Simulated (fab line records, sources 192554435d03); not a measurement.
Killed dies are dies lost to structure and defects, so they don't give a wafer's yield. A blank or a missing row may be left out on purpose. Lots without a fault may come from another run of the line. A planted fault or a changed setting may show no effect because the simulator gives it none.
Split-lot experiment | flow n5_finfet | 7 lots, 21 wafers read, on a route of 1938 steps

THE SPLIT
At N5_BEOL_M6_COAT_64 (time 60 s, resist thk 12 nm), the setting spin_rpm was moved away from the recipe's 1500 rpm on 7 of the 21 wafers read, by -6.3% to +7.8%. The other wafers ran this setting at the recipe's value.

FROM THE SPLIT TO THE READING: what the file shows between them, 6 steps
- N5_BEOL_M6_COAT_22: resist thk 30 nm (also split here: spin_rpm)
- N5_BEOL_M6_EBR_24
- N5_BEOL_M6_SOFTBAKE_23: time 60 s
- N5_BEOL_M6_DESCUM_33: chemistry O2, time 7 s
- N5_BEOL_M6_ETCH_72: etches underlayer in N2/H2, target depth 6.5 nm, time 5.2 s
- N5_BEOL_M6_ETCH_65: etches SiARC in CF4, target depth 15.6 nm, time 26 s

THE READING
SiARC_of_BEOL_M6_COAT_64.thk_nm (the simulator's own value, which no gauge read), in nm, at N5_BEOL_M6_ETCH_66 (etches SOC in N2/H2, target depth 80 nm, overetch 16 nm, time 120 s). The file gives no usual value for it. The 14 wafers here that ran the recipe average 6.3 nm, standard deviation 0.12 nm.

wafer  | tool, chamber at the split | spin_rpm as run, rpm | against the recipe | SiARC_of_BEOL_M6_COAT_64.thk_nm, nm | against lot-mates on the recipe
L074.3 | litho_track-01, 0          | 1500                 | recipe             | 6.2                                 | -
L074.6 | litho_track-01, 0          | 1500                 | recipe             | 6.2                                 | -
L074.5 | litho_track-01, 0          | 1500                 | recipe             | 6.4                                 | -
L077.1 | litho_track-04, 0          | 1500                 | recipe             | 6.4                                 | -
L077.4 | litho_track-04, 0          | 1500                 | recipe             | 6.4                                 | -
L077.5 | litho_track-04, 0          | 1500                 | recipe             | 6.2                                 | -
L087.1 | litho_track-01, 0          | 1547                 | +3.1%              | 6                                   | -0.3
L087.2 | litho_track-01, 0          | 1500                 | recipe             | 6.4                                 | -
L087.6 | litho_track-01, 0          | 1500                 | recipe             | 6.2                                 | -
L086.1 | litho_track-01, 0          | 1406                 | -6.3%              | 6.6                                 | +0.4
L086.3 | litho_track-01, 0          | 1500                 | recipe             | 6.2                                 | -
L086.6 | litho_track-01, 0          | 1406                 | -6.3%              | 6.8                                 | +0.6
L091.3 | litho_track-04, 0          | 1617                 | +7.8%              | 5.8                                 | -0.7
L091.4 | litho_track-04, 0          | 1500                 | recipe             | 6.6                                 | -
L091.6 | litho_track-04, 0          | 1500                 | recipe             | 6.4                                 | -
L093.1 | litho_track-04, 0          | 1500                 | recipe             | 6.2                                 | -
L093.2 | litho_track-04, 0          | 1500                 | recipe             | 6.2                                 | -
L093.4 | litho_track-04, 0          | 1550                 | +3.3%              | 6                                   | -0.2
L094.2 | litho_track-04, 0          | 1500                 | recipe             | 6.4                                 | -
L094.4 | litho_track-04, 0          | 1453                 | -3.1%              | 6.6                                 | +0.2
L094.6 | litho_track-04, 0          | 1453                 | -3.1%              | 6.6                                 | +0.2

THE FIT
A straight line over all 21 wafers: SiARC_of_BEOL_M6_COAT_64.thk_nm changes by -0.0705 nm for each +1% of spin_rpm; r = -0.88; the points scatter about the line by 0.12 nm.
The same after taking each lot's own level away (the mean of its wafers on the recipe; 21 wafers): -0.0813 nm for each +1%; r = -0.95; scatter 0.083 nm.
On that fit, the largest move of spin_rpm shifts the reading by 0.63 nm.
The lots' own levels span 6.20 to 6.50 nm, that is 2.4 times the standard deviation above.
So the lot-to-lot level changes the slope: the two fits differ.
Check: with one of the wafers moved furthest among these (+7.8%) left out of the fit, the line predicts -0.602 nm for it against its lot-mates. It came out at -0.7 nm against them.

OTHER SPLITS ON THESE WAFERS
These wafers also went through other splits before the reading. Each is held against what the fit with the lots' levels taken away leaves over:
other split on the same wafers | wafers away from the commonest value | r with SiARC_of_BEOL_M6_COAT_64.thk_nm (lot level and that fit taken away)
N5_BEOL_M5_EXPOSE_08 dose_mj   | 7                                    | -0.10
N5_BEOL_M6_COAT_22 spin_rpm    | 4                                    | -0.17

THE WHOLE CHAIN: every reading that the file lists as answering this split, in the file's order
step               | what it does                                                        | reading                                                                          | change (the file's fit)                | r (the file's)
N5_BEOL_M6_COAT_64 | time 60 s, resist thk 12 nm                                         | SiARC_of_BEOL_M6_COAT_64.thk_nm (the simulator's own value, which no gauge read) | -0.0577 nm for each +1% of the setting | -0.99
N5_BEOL_M6_ETCH_65 | etches SiARC in CF4, target depth 15.6 nm, time 26 s                | etch_rf_on_time_s                                                                | withheld for each +1% of the setting   | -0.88
N5_BEOL_M6_ETCH_65 | etches SiARC in CF4, target depth 15.6 nm, time 26 s                | etch.depth_nm (the simulator's own value, which no gauge read)                   | -0.0586 nm for each +1% of the setting | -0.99
N5_BEOL_M6_ETCH_66 | etches SOC in N2/H2, target depth 80 nm, overetch 16 nm, time 120 s | SiARC_of_BEOL_M6_COAT_64.thk_nm (the simulator's own value, which no gauge read) | -0.0827 nm for each +1% of the setting | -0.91

THE FILE'S OWN FIT
SiARC_of_BEOL_M6_COAT_64.thk_nm changes by -0.0827 nm for each +1% of spin_rpm, r = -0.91.
